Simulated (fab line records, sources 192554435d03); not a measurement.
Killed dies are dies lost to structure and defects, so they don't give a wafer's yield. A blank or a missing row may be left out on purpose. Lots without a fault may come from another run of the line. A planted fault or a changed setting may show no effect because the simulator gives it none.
Problem report in the 8D (eight disciplines) form, filled by code | flow n5_finfet | the parts of the form that need people (team, actions taken, sign-off) are left out

1. THE PROBLEM
M4_ILD_THK at N5_BEOL_M4_THK_MEAS_01 reads a mean of 91.6 nm on 2 wafers of 2 lots; wafers without a fault read 78.7 nm with a standard deviation of 0.97. That is +13 standard deviations from the usual mean.
First seen on wafer L365.6, day 12 01:51, on film_metro-01. The record holds 34 wafers of 12 lots with a number at this step. Rule for "out", or "out of limits": more than 4 standard deviations from the usual mean. The other wafers with a number count as sound.

2. WHAT IT IS AND WHAT IT IS NOT
question                    | is                           | is not
which readings at this step | M4_ILD_THK                   | -
which lots                  | L365, L370                   | L355, L356, L357, L358, L359, L361, L366, L371, L372, L375
which wafers of those lots  | L365.6, L370.4               | L365.1, L365.2
read on which gauges        | film_metro-01, film_metro-02 | -
when                        | from day 12 01:51            | up to then (23 sound wafers); but 9 sound wafers of L371, L372, L375 came after

3. SUSPECTS, AND WHAT RULES EACH OUT
Counting: a tool at a process step up to the reading stays a suspect if it ran every lot that is out. Sound lots after the first of them don't rule it out here, since some wafers of a struck lot are sound.
- the gauge at N5_BEOL_M4_THK_MEAS_01: ruled out. The wafers that are out were read on 2 gauges (film_metro-01, film_metro-02).
- pvd_sputter-02 at N5_BEOL_M3_ANNEAL_89 (time 240 s): kept. It ran every lot that is out, first L365 (day 11 23:51); its last sound lot up to then is L366 (day 11 13:38).
- pvd_sputter-02 at N5_BEOL_M3_ANNEAL_93 (time 240 s): kept. It ran every lot that is out, first L365 (day 12 00:17); its last sound lot up to then is L366 (day 11 14:04).
- pecvd-03 at N5_BEOL_M4_ILD_DEP_00 (deposits SiOC from DEMS/O2, target thk 79 nm, time 15.3 s): kept. It ran every lot that is out, first L365 (day 12 01:47); its last sound lot up to then is L361 (day 10 14:32).
- Within pecvd-03 at N5_BEOL_M4_ILD_DEP_00: the wafers that are out ran in chamber 0; their sound lot-mates ran in chambers 1, 2.
Left after counting: pvd_sputter-02 at N5_BEOL_M3_ANNEAL_89, pvd_sputter-02 at N5_BEOL_M3_ANNEAL_93, pecvd-03 at N5_BEOL_M4_ILD_DEP_00.

4. THE CAUSE (what the simulator had put in)
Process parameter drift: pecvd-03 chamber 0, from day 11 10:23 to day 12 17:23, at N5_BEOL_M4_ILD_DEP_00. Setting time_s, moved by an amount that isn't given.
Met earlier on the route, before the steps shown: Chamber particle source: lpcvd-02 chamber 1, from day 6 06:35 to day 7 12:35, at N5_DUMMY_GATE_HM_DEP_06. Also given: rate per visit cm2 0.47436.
Counting left 3 suspects, and this tool is among them.

5. THE CHAIN OF EFFECTS, in route order
Each row: a reading whose mean over the struck wafers that have a number lies more than 3 standard deviations from the usual. Only readings for which the record gives a usual standard deviation are gone through. hours: the time from each lot's start at the first step in this table that gives one to its start at this step, as a median over the lots. sigmas: the change in usual standard deviations.
hours | step                   | reading    | usual   | on struck wafers | change | sigmas
0     | N5_BEOL_M4_THK_MEAS_01 | M4_ILD_THK | 78.7 nm | 91.6             | +12.9  | +13

6. WHAT WOULD HAVE CAUGHT IT SOONER
In this record the first reading out of limits at a measuring or inspecting step was taken at day 12 01:51, 15 hours after the fault began at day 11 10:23.
Of the tool readings at N5_BEOL_M4_ILD_DEP_00 for which the record gives a usual standard deviation, none was out on any struck wafer, so an alarm limit of 4 standard deviations on them would not have fired.
Of the lots that are out (2), L370 began N5_BEOL_M4_ILD_DEP_00 on pecvd-03 after day 12 01:51. A hold on the tool at that time would have spared it.
